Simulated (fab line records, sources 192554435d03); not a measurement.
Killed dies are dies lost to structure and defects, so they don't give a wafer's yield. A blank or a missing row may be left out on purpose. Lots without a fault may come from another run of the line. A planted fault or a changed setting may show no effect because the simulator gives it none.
Chamber matching | flow n5_finfet | N5_BEOL_M10_CURE_71 on uv_cure-01: 3 sister chambers
The step cures SiCOH lowk, time 240 s. 6 wafers are shown with their chamber, then 9 later ones without.

WAFERS WITH THEIR CHAMBER
wafer  | chamber | wafer_temp_C_max | lamp_power_pct (%)
L074.4 | 0       | 386.4            | 52.37
L074.5 | 0       | 386.6            | 52.22
L084.3 | 2       | 386.0            | 52.41
L084.5 | 2       | 387.4            | 52.27
L087.2 | 1       | 387.4            | 52.34
L087.5 | 1       | 386.6            | 52.22

WAFERS WITHOUT THEIR CHAMBER
wafer  | wafer_temp_C_max | lamp_power_pct (%)
L086.1 | 387.5            | 52.34
L086.5 | 387.4            | 52.39
L086.6 | 386.6            | 52.31
L086.2 | 387.4            | 52.30
L086.3 | 387.7            | 52.31
L086.4 | 387.2            | 52.38
L097.2 | 386.5            | 52.34
L097.3 | 387.5            | 52.30
L097.6 | 386.7            | 52.29

WHICH CHAMBER EACH WENT THROUGH
wafer  | from the rows above          | in truth
L086.1 | can't be placed: 1 or 2 or 0 | 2
L086.5 | can't be placed: 2 or 1 or 0 | 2
L086.6 | can't be placed: 0 or 2 or 1 | 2
L086.2 | can't be placed: 1 or 2 or 0 | 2
L086.3 | can't be placed: 1 or 2 or 0 | 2
L086.4 | can't be placed: 2 or 1 or 0 | 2
L097.2 | can't be placed: 2 or 0 or 1 | 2
L097.3 | can't be placed: 1 or 2 or 0 | 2
L097.6 | can't be placed: 0 or 1 or 2 | 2
Placed correctly: 0 of 9. Can't be placed from these rows: 9 (the true chamber is among the candidates in 9). Placed wrongly: 0.
How it was worked out, from the rows above alone: a wafer's distance from a chamber is the root of the sum, over the readings, of the square of ((its reading less the chamber's mean) divided by the reading's scatter). The wafer belongs to the nearest chamber; if the next one is less than 2 further off, it can't be placed. A chamber's mean is the mean of its shown wafers. The scatter: the root of (the sum of the squares of (reading less its chamber's mean) over the shown wafers, divided by (wafers less chambers)).
